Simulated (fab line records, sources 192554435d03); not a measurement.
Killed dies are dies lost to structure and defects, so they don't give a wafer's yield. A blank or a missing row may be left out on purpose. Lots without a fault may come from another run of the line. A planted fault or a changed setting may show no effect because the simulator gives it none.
A struck lot beside a sound one | flow n5_finfet | 15 steps out of a route of 1938
Sound: wafers L884.1, L884.5, L884.6. Struck: wafers L891.3, L891.4, L891.5. The cause comes at the end.
At each step with rows: each side's tool, then ch and its chambers, then its first start. Under that, the readings that differ: sound wafers | struck wafers | difference of the means | sigmas: that difference in standard deviations of wafers without a fault.
alike: readings whose means differ by less than 2 such deviations, and words and numbers that are the same on both sides. not compared: withheld readings, readings that some wafer has no value for, bounds like >300 that may hide the same value, and numbers for which the record gives no deviation and whose values overlap.
The two part at a step that has a row with sigmas, a row that says differs or no value, or rows on one side only. Numbers that don't overlap but have no deviation are shown without sigmas and don't part them. A reading that every wafer of one side lacks parts them only if that side has two wafers or more.

N5_BEOL_M1_SPUTTER_92: material Cu, target thk 4.5 nm, time 8.29 s.
  sound on pvd_sputter-02, day 9 15:44; struck on pvd_sputter-01, day 11 03:47
  alike: chamber_pressure_pa, chuck_gas_flow_sccm, throttle_valve_pct
then, 2 steps without rows for these wafers: N5_BEOL_M1_ANNEAL_93 (time 240 s); N5_BEOL_M1_SPUTTER_94 (material Cu, target thk 4.5 nm, time 8.29 s).
N5_BEOL_M1_ANNEAL_95: time 240 s.
  sound on pvd_sputter-02, day 9 16:02; struck on pvd_sputter-01, day 11 04:05
  alike: heater_power_w
N5_BEOL_M1_SPUTTER_96: material Cu, target thk 4.5 nm, time 8.29 s.
  sound on pvd_sputter-02, day 9 16:11; struck on pvd_sputter-01, day 11 04:14
  alike: chamber_pressure_pa, chuck_gas_flow_sccm, throttle_valve_pct
then, 1 step without rows for these wafers: N5_BEOL_M1_ECD_50 (material Cu, target thk 300 nm).
N5_BEOL_M1_ANNEAL_51: time 90 s.
  sound on rtp_anneal-01 ch 0, day 9 16:23; struck on rtp_anneal-02 ch 0, day 11 05:07
  alike: wafer_temp_C_max
then, 1 step without rows for these wafers: N5_BEOL_M1_CMP_52 (polishes, stops on SiOC, t overpolish 6.8 s, target thk 40 nm).
N5_BEOL_M1_THK_MEAS_53: measures by xrf.
  sound on film_metro-02, day 9 16:58; struck on film_metro-01, day 11 05:37
  alike: M1_THK
N5_BEOL_M1_PRE_CLEAN_60: time 15 s.
  sound on cvd_co-02 ch 1,2, day 9 17:00; struck on cvd_co-01 ch 0,1,2, day 11 05:39
  alike: heater_power_w
  not compared: since_wet_clean_h
then, 2 steps without rows for these wafers: N5_BEOL_M1_CO_CAP_55 (material Co, precursor CCTBA/H2, target thk 2 nm, time 102.1 s); N5_BEOL_M1_PRE_CLEAN_56 (time 15 s).
N5_BEOL_M1_DEP_57: deposits SiCN from 3MS/NH3, target thk 8 nm, time 14 s.
  sound on pecvd-03 ch 0,1,2, day 9 17:10; struck on pecvd-03 ch 0,1, day 11 05:49
  no value came back on the struck wafers for chamber_pressure_Torr (Torr), rf_fwd_power_W (W), showerhead_plenum_p_Torr (Torr), throttle_valve_pct (%); on the sound wafers chamber_pressure_Torr (Torr) reads 3.000 2.997 2.997
  not compared: since_wet_clean_h
N5_BEOL_M4_RC_MEAS_101:
  the record has rows for the sound wafers here (prober-02 ch 0, day 12 22:34) and none for the struck ones
N5_PASSIVATION_PROBE_49:
  the record has rows for the sound wafers here (prober-02, day 17 18:03) and none for the struck ones

WHERE THEY PART
First at N5_BEOL_M1_DEP_57; last, within this record, at N5_PASSIVATION_PROBE_49.

WHY: what the simulator had put in
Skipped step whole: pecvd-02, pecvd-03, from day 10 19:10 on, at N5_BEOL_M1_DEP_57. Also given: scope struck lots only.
